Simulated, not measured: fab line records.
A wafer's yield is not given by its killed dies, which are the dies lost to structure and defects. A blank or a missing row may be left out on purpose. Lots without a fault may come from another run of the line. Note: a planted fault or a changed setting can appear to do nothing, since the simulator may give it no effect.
Which tool did it? :: flow n5Finfet :: 12 lots with 36 wafers sampled at 4 steps, on a route of 1938 steps

## WHAT THE GAUGES READ, wafer by wafer
N5_BEOL_M5_CD_MEAS_11: the cd target is 27.74 nm.
lot: L077
measured: day 8 12:08
on: cdSem-03
cdNm (nm): 27.81 27.87 27.69

lot: L076
measured: day 8 15:46
on: cdSem-02
cdNm (nm): 28.63 28.16 28.17

lot: L079
measured: day 9 10:50
on: cdSem-01
cdNm (nm): 28.09 28.07 27.84

lot: L081
measured: day 9 20:45
on: cdSem-02
cdNm (nm): 27.76 28.53 28.22

lot: L083
measured: day 10 17:20
on: cdSem-03
cdNm (nm): 28.05 27.88 27.96

lot: L086
measured: day 11 00:33
on: cdSem-01
cdNm (nm): 28.18 28.03 28.08

lot: L087
measured: day 11 17:53
on: cdSem-01
cdNm (nm): 28.19 27.98 28.05

lot: L090
measured: day 12 05:13
on: cdSem-03
cdNm (nm): 28.15 28.12 28.32

lot: L089
measured: day 12 20:04
on: cdSem-03
cdNm (nm): 28.31 27.96 28.04

lot: L093
measured: day 13 04:23
on: cdSem-02
cdNm (nm): 27.59 28.31 27.93

lot: L094
measured: day 13 13:47
on: cdSem-01
cdNm (nm): 28.64 28.16 28.48

lot: L097
measured: day 14 08:32
on: cdSem-02
cdNm (nm): 28.04 28.46 28.57

## EACH LOT AND THE TOOL THAT RAN IT (in order: tool; ch and the chambers of the sampled wafers; start)
lot: L077
N5_BEOL_M4_ANNEAL_87: pvdSputter-02, day 8 07:17
N5_BEOL_M4_SPUTTER_88: pvdSputter-02, day 8 07:25
N5_BEOL_M4_ANNEAL_89: pvdSputter-02, day 8 07:30

lot: L076
N5_BEOL_M4_ANNEAL_87: pvdSputter-02, day 8 10:16
N5_BEOL_M4_SPUTTER_88: pvdSputter-02, day 8 10:25
N5_BEOL_M4_ANNEAL_89: pvdSputter-02, day 8 10:29

lot: L079
N5_BEOL_M4_ANNEAL_87: pvdSputter-03, day 9 05:12
N5_BEOL_M4_SPUTTER_88: pvdSputter-03, day 9 05:20
N5_BEOL_M4_ANNEAL_89: pvdSputter-03, day 9 05:25

lot: L081
N5_BEOL_M4_ANNEAL_87: pvdSputter-01, day 9 14:47
N5_BEOL_M4_SPUTTER_88: pvdSputter-01, day 9 14:55
N5_BEOL_M4_ANNEAL_89: pvdSputter-01, day 9 15:00

lot: L083
N5_BEOL_M4_ANNEAL_87: pvdSputter-03, day 10 13:00
N5_BEOL_M4_SPUTTER_88: pvdSputter-03, day 10 13:08
N5_BEOL_M4_ANNEAL_89: pvdSputter-03, day 10 13:13

lot: L086
N5_BEOL_M4_ANNEAL_87: pvdSputter-02, day 10 19:50
N5_BEOL_M4_SPUTTER_88: pvdSputter-02, day 10 19:59
N5_BEOL_M4_ANNEAL_89: pvdSputter-02, day 10 20:04

lot: L087
N5_BEOL_M4_ANNEAL_87: pvdSputter-03, day 11 12:52
N5_BEOL_M4_SPUTTER_88: pvdSputter-03, day 11 13:00
N5_BEOL_M4_ANNEAL_89: pvdSputter-03, day 11 13:05

lot: L090
N5_BEOL_M4_ANNEAL_87: pvdSputter-02, day 11 23:47
N5_BEOL_M4_SPUTTER_88: pvdSputter-02, day 11 23:56
N5_BEOL_M4_ANNEAL_89: pvdSputter-02, day 12 00:01

lot: L089
N5_BEOL_M4_ANNEAL_87: pvdSputter-01, day 12 15:31
N5_BEOL_M4_SPUTTER_88: pvdSputter-01, day 12 15:40
N5_BEOL_M4_ANNEAL_89: pvdSputter-01, day 12 15:44

lot: L093
N5_BEOL_M4_ANNEAL_87: pvdSputter-01, day 12 23:35
N5_BEOL_M4_SPUTTER_88: pvdSputter-01, day 12 23:44
N5_BEOL_M4_ANNEAL_89: pvdSputter-01, day 12 23:49

lot: L094
N5_BEOL_M4_ANNEAL_87: pvdSputter-03, day 13 08:58
N5_BEOL_M4_SPUTTER_88: pvdSputter-03, day 13 09:07
N5_BEOL_M4_ANNEAL_89: pvdSputter-03, day 13 09:11

lot: L097
N5_BEOL_M4_ANNEAL_87: pvdSputter-02, day 14 02:54
N5_BEOL_M4_SPUTTER_88: pvdSputter-02, day 14 03:02
N5_BEOL_M4_ANNEAL_89: pvdSputter-02, day 14 03:07
- N5_BEOL_M4_ANNEAL_87: time 240 s.
- N5_BEOL_M4_SPUTTER_88: material Cu, target thk 4.5 nm, time 8.29 s.
- N5_BEOL_M4_ANNEAL_89: time 240 s.

## THE ANSWER, worked out from the rows above alone
Rule: usual is defined by the lots themselves. The widest of any qualifying gaps counts: lots, ordered by their means at a reading, are off when they make up no more than a third of the lots, leave a main group of 4 or more, and stand apart from it by 3 or more times the standard deviation of that group's means. Not used: any main group whose means are identical at the precision the tables above print for the reading. A lot without any number at a reading at which 4 lots or more have one is off too. Any other lot the step has rows for is counted as sound.
No lot is off on any of the readings shown, so nothing can be concluded from this.

## WHAT THE SIMULATOR HAD PUT IN
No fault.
